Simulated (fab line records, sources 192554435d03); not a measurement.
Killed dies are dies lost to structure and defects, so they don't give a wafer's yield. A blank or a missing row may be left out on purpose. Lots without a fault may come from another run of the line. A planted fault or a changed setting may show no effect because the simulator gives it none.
Which tool did it? | flow n5_finfet | 11 lots, 33 wafers sampled, at 5 steps of a route of 1938

WHAT THE GAUGES READ, wafer by wafer
N5_BEOL_M4_RC_MEAS_101. Usual: DIBL_N 37.0 mV/V, standard deviation 1.7; DIBL_P 36.7 mV/V, standard deviation 2; IOFF_N 0.17 nA/um, standard deviation 0.035; IOFF_P 0.22 nA/um, standard deviation 0.035; ION_N 672 uA/um, standard deviation 12; ION_P 461 uA/um, standard deviation 7.5; SS_N 71.6 mV/dec, standard deviation 0.67; SS_P 73.4 mV/dec, standard deviation 0.64; VT_N 250 mV, standard deviation 3.5; VT_P -250 mV, standard deviation 3.5.
lot  | measured     | on        | DIBL_N (mV/V)  | DIBL_P (mV/V)  | IOFF_N (nA/um) | IOFF_P (nA/um) | ION_N (uA/um) | ION_P (uA/um) | SS_N (mV/dec)  | SS_P (mV/dec)  | VT_N (mV)   | VT_P (mV)      | flag
L467 | day 8 08:05  | prober-01 | 38.7 37.0 35.7 | 41.7 39.1 36.9 | 0.22 0.16 0.14 | 0.27 0.20 0.18 | 674 664 645   | 463 454 445   | 72.6 73.0 72.5 | 75.0 73.4 73.1 | 248 254 256 | -248 -251 -253 |
L471 | day 9 04:19  | prober-01 | 38.4 39.2 39.6 | 39.0 38.8 39.8 | 0.19 0.20 0.21 | 0.27 0.25 0.27 | 665 668 658   | 464 449 454   | 72.2 72.3 72.4 | 73.6 74.1 74.5 | 247 249 247 | -248 -249 -250 |
L472 | day 9 21:30  | prober-01 | 36.4 38.4 38.2 | 35.2 37.3 37.7 | 0.15 0.18 0.18 | 0.18 0.22 0.23 | 681 685 691   | 461 458 469   | 71.3 72.1 72.2 | 72.5 72.7 73.2 | 251 248 249 | -253 -252 -252 |
L475 | day 10 10:58 | prober-02 | 34.3 36.5 35.7 | 35.1 36.9 35.4 | 0.13 0.17 0.15 | 0.18 0.20 0.18 | 666 675 666   | 454 460 454   | 70.0 71.4 71.4 | 72.4 74.1 73.5 | 252 249 253 | -253 -253 -255 |
L479 | day 11 07:40 | prober-02 | 34.9 34.1 34.5 | 35.6 33.8 35.1 | 0.14 0.11 0.13 | 0.21 0.17 0.20 | 669 648 661   | 461 449 462   | 70.5 70.7 70.4 | 73.5 73.0 73.3 | 251 256 252 | -250 -253 -249 |
L481 | day 11 17:05 | prober-02 | 36.5 37.1 41.1 | 36.5 36.3 40.7 | 0.17 0.16 0.27 | 0.24 0.23 0.32 | 683 679 688   | 469 467 470   | 71.2 70.8 72.2 | 73.5 72.1 74.2 | 249 248 241 | -243 -248 -242 |
L482 | day 11 21:56 | prober-02 | 40.4 37.3 37.1 | 40.5 37.0 36.6 | 0.25 0.17 0.18 | 0.31 0.24 0.23 | 683 676 690   | 471 465 467   | 73.2 71.6 71.2 | 74.2 73.6 73.9 | 244 245 246 | -245 -248 -247 |
L484 | day 13 08:39 | prober-01 | 39.6 37.1 37.6 | 42.4 39.0 39.3 | 0.21 0.16 0.15 | 0.29 0.22 0.22 | 678 670 666   | 466 467 452   | 72.8 71.3 72.0 | 73.9 73.5 73.6 | 247 250 251 | -248 -248 -249 |
L483 | day 13 09:46 | prober-02 | 39.9 38.7 39.5 | 39.9 39.0 38.5 | 0.24 0.21 0.21 | 0.27 0.25 0.24 | 683 677 681   | 455 454 461   | 72.4 71.9 71.9 | 74.1 74.2 73.4 | 244 246 247 | -247 -249 -253 |
L487 | day 14 10:43 | prober-02 | 35.5 36.0 35.8 | 34.4 35.2 34.2 | 0.15 0.16 0.14 | 0.20 0.22 0.20 | 675 678 664   | 467 466 461   | 72.0 71.8 71.2 | 73.6 73.5 73.1 | 250 246 251 | -250 -249 -252 |
L488 | day 13 12:05 | prober-02 | 37.0 35.9 39.1 | 35.8 34.6 38.2 | 0.15 0.13 0.19 | 0.21 0.19 0.25 | 680 658 690   | 467 460 470   | 71.1 70.7 72.1 | 73.7 72.8 73.5 | 250 251 246 | -247 -250 -248 |

WHICH TOOL RAN EACH LOT (tool, then ch and the chambers of the sampled wafers, then the start)
lot  | N5_BEOL_M0_SAQP_ILD_DEP_01      | N5_BEOL_M0_SAQP_HM_DEP_02    | N5_BEOL_M0_SAQP_PECVD_96        | N5_BEOL_M0_SAQP_COAT_82
L467 | pecvd-01 ch 0,2, day 6 03:29    | pvd_sputter-02, day 6 03:34  | pecvd-02 ch 1,2, day 6 03:43    | litho_track-05 ch 0, day 6 04:00
L471 | pecvd-01 ch 0,1, day 6 23:37    | pvd_sputter-01, day 7 00:50  | pecvd-01 ch 0,1, day 7 00:59    | litho_track-01 ch 0, day 7 01:17
L472 | pecvd-02 ch 0,2, day 7 03:32    | pvd_sputter-03, day 7 03:38  | pecvd-01 ch 0,1,2, day 7 03:47  | litho_track-05 ch 0, day 7 04:05
L475 | pecvd-03 ch 0,2, day 8 04:41    | pvd_sputter-02, day 8 06:52  | pecvd-01 ch 0,2, day 8 07:01    | litho_track-01 ch 0, day 8 07:19
L479 | pecvd-02 ch 0,1, day 9 03:13    | pvd_sputter-03, day 9 04:11  | pecvd-02 ch 0,1, day 9 04:22    | litho_track-04 ch 0, day 9 04:44
L481 | pecvd-01 ch 0,1,2, day 9 15:02  | pvd_sputter-01, day 9 16:17  | pecvd-01 ch 0,1, day 9 16:26    | litho_track-01 ch 0, day 9 16:43
L482 | pecvd-01 ch 0,1,2, day 9 17:59  | pvd_sputter-01, day 9 18:11  | pecvd-02 ch 0,2, day 9 18:20    | litho_track-05 ch 0, day 9 18:38
L484 | pecvd-02 ch 0,2, day 11 06:56   | pvd_sputter-02, day 11 07:50 | pecvd-01 ch 1,2, day 11 07:59   | litho_track-04 ch 0, day 11 08:17
L483 | pecvd-03 ch 0,1,2, day 11 06:57 | pvd_sputter-02, day 11 07:56 | pecvd-03 ch 0,1,2, day 11 08:07 | litho_track-01 ch 0, day 11 08:23
L487 | pecvd-02 ch 1,2, day 11 07:32   | pvd_sputter-01, day 11 08:59 | pecvd-02 ch 0,1, day 11 09:11   | litho_track-04 ch 0, day 11 09:29
L488 | pecvd-03 ch 0,1,2, day 11 07:32 | pvd_sputter-01, day 11 08:53 | pecvd-01 ch 1,2, day 11 09:02   | litho_track-04 ch 0, day 11 09:20
- N5_BEOL_M0_SAQP_ILD_DEP_01: deposits SiOC from DEMS/O2, target thk 45.419 nm, time 8.7 s.
- N5_BEOL_M0_SAQP_HM_DEP_02: deposits TiN, target thk 12 nm.
- N5_BEOL_M0_SAQP_PECVD_96: deposits a-Si from SiH4/He, target thk 45 nm, time 45.2 s.
- N5_BEOL_M0_SAQP_COAT_82: time 60 s, resist thk 30 nm.

WHAT THE TOOLS THEMSELVES READ (means of the sampled wafers that have a number; where no wafer has one, the mark that the record gives instead)
N5_BEOL_M0_SAQP_ILD_DEP_01. Usual: heater_power_w 495 W, standard deviation 76; showerhead_plenum_p_Torr 5.697 Torr, standard deviation 0.017; showerhead_vpp_V 1409 V, standard deviation 94; throttle_valve_pct 12.1 %, standard deviation 0.79.
lot  | tool     | heater_power_w (W) | showerhead_plenum_p_Torr (Torr) | showerhead_vpp_V (V) | throttle_valve_pct (%) | flag
L467 | pecvd-01 | 512                | 5.689                           | 1398                 | 11.4                   |
L471 | pecvd-01 | 495                | 5.709                           | 1503                 | 11.9                   |
L472 | pecvd-02 | 435                | 5.694                           | 1420                 | 11.6                   |
L475 | pecvd-03 | 464                | 5.682                           | 1309                 | 11.4                   |
L479 | pecvd-02 | 473                | 5.698                           | 1408                 | 13.0                   |
L481 | pecvd-01 | 529                | 5.700                           | 1409                 | 11.7                   |
L482 | pecvd-01 | 511                | 5.702                           | 1425                 | 11.8                   |
L484 | pecvd-02 | 480                | 5.706                           | 1459                 | 12.1                   |
L483 | pecvd-03 | 463                | 5.689                           | 1392                 | 12.3                   |
L487 | pecvd-02 | 487                | 5.688                           | 1349                 | 12.5                   |
L488 | pecvd-03 | 462                | 5.700                           | 1369                 | 12.3                   |

N5_BEOL_M0_SAQP_HM_DEP_02. Usual: throttle_valve_pct 30.3 %, standard deviation 1.1.
lot  | tool           | throttle_valve_pct (%) | flag
L467 | pvd_sputter-02 | 30.0                   |
L471 | pvd_sputter-01 | 29.0                   |
L472 | pvd_sputter-03 | 30.9                   |
L475 | pvd_sputter-02 | 30.7                   |
L479 | pvd_sputter-03 | 30.5                   |
L481 | pvd_sputter-01 | 29.9                   |
L482 | pvd_sputter-01 | 28.9                   |
L484 | pvd_sputter-02 | 30.3                   |
L483 | pvd_sputter-02 | 30.6                   |
L487 | pvd_sputter-01 | 29.9                   |
L488 | pvd_sputter-01 | 29.8                   |

N5_BEOL_M0_SAQP_PECVD_96. Usual: heater_power_w 641 W, standard deviation 82; showerhead_plenum_p_Torr 5.68 Torr, standard deviation 0.061; showerhead_vpp_V 632 V, standard deviation 43; throttle_valve_pct 18.5 %, standard deviation 1.2.
lot  | tool     | heater_power_w (W) | showerhead_plenum_p_Torr (Torr) | showerhead_vpp_V (V) | throttle_valve_pct (%) | flag
L467 | pecvd-02 | 577                | 5.65                            | 608                  | 18.8                   |
L471 | pecvd-01 | 631                | 5.71                            | 668                  | 18.2                   |
L472 | pecvd-01 | 682                | 5.69                            | 635                  | 18.0                   |
L475 | pecvd-01 | 654                | 5.62                            | 588                  | 17.3                   |
L479 | pecvd-02 | 607                | 5.71                            | 655                  | 19.4                   |
L481 | pecvd-01 | 706                | 5.72                            | 673                  | 18.2                   |
L482 | pecvd-02 | 600                | 5.72                            | 649                  | 18.5                   |
L484 | pecvd-01 | 783                | 5.72                            | 649                  | 18.7                   |
L483 | pecvd-03 | 641                | 5.66                            | 620                  | 18.7                   |
L487 | pecvd-02 | 599                | 5.67                            | 628                  | 19.6                   |
L488 | pecvd-01 | 788                | 5.72                            | 643                  | 19.0                   |

N5_BEOL_M0_SAQP_COAT_82. Usual: heater_power_total_W 427.7 W, standard deviation 2.2; spin_speed_rpm 1500.0 rpm, standard deviation 0.89.
lot  | tool           | heater_power_total_W (W) | spin_speed_rpm (rpm) | flag
L467 | litho_track-05 | 429.0                    | 1499.5               |
L471 | litho_track-01 | 429.8                    | 1501.2               |
L472 | litho_track-05 | 427.7                    | 1500.9               |
L475 | litho_track-01 | 428.1                    | 1498.9               |
L479 | litho_track-04 | 427.6                    | 1500.6               |
L481 | litho_track-01 | 427.0                    | 1406.3               | OFF
L482 | litho_track-05 | 425.7                    | 1500.0               |
L484 | litho_track-04 | 429.3                    | 1500.0               |
L483 | litho_track-01 | 426.9                    | 1408.0               | OFF
L487 | litho_track-04 | 426.0                    | 1500.4               |
L488 | litho_track-04 | 427.0                    | 1499.2               |

THE ANSWER, worked out from the rows above alone
Rule: a lot is off if the mean of its wafers that have a number lies more than 3 standard deviations from the usual mean. A lot without any number at a reading at which 4 lots or more have one is off too. The other lots that the step has rows for count as sound. The gauges are gone through in route order, then the tools' own readings, and for those a lot's mean is taken as printed above. The first step at which some lot is off is used, and at that step the reading that is off furthest; a lot without a number counts as furthest.
Off: L481, L483, at N5_BEOL_M0_SAQP_COAT_82 (spin_speed_rpm).
A tool fits if, at that step or a process step before it, it ran every lot that is off, and no sound lot after the first of them. One fits: litho_track-01 at N5_BEOL_M0_SAQP_COAT_82. Its last sound lot is L475 (day 8 07:19), its first lot that is off L481 (day 9 16:43): a fault that began between those two fits.
The tool's own readings at N5_BEOL_M0_SAQP_COAT_82 bear it out: on the lots that are off they differ by more than 5 times the standard deviation of the sound lots' means. spin_speed_rpm reads 1407.2 rpm there against 1500.1 rpm on the sound lots.

WHAT THE SIMULATOR HAD PUT IN
Process parameter drift: litho_track-01, from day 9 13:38 on, at N5_BEOL_M0_SAQP_COAT_82. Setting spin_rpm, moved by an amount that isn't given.
Lots struck among those shown: L481, L483. The rule above found the same.
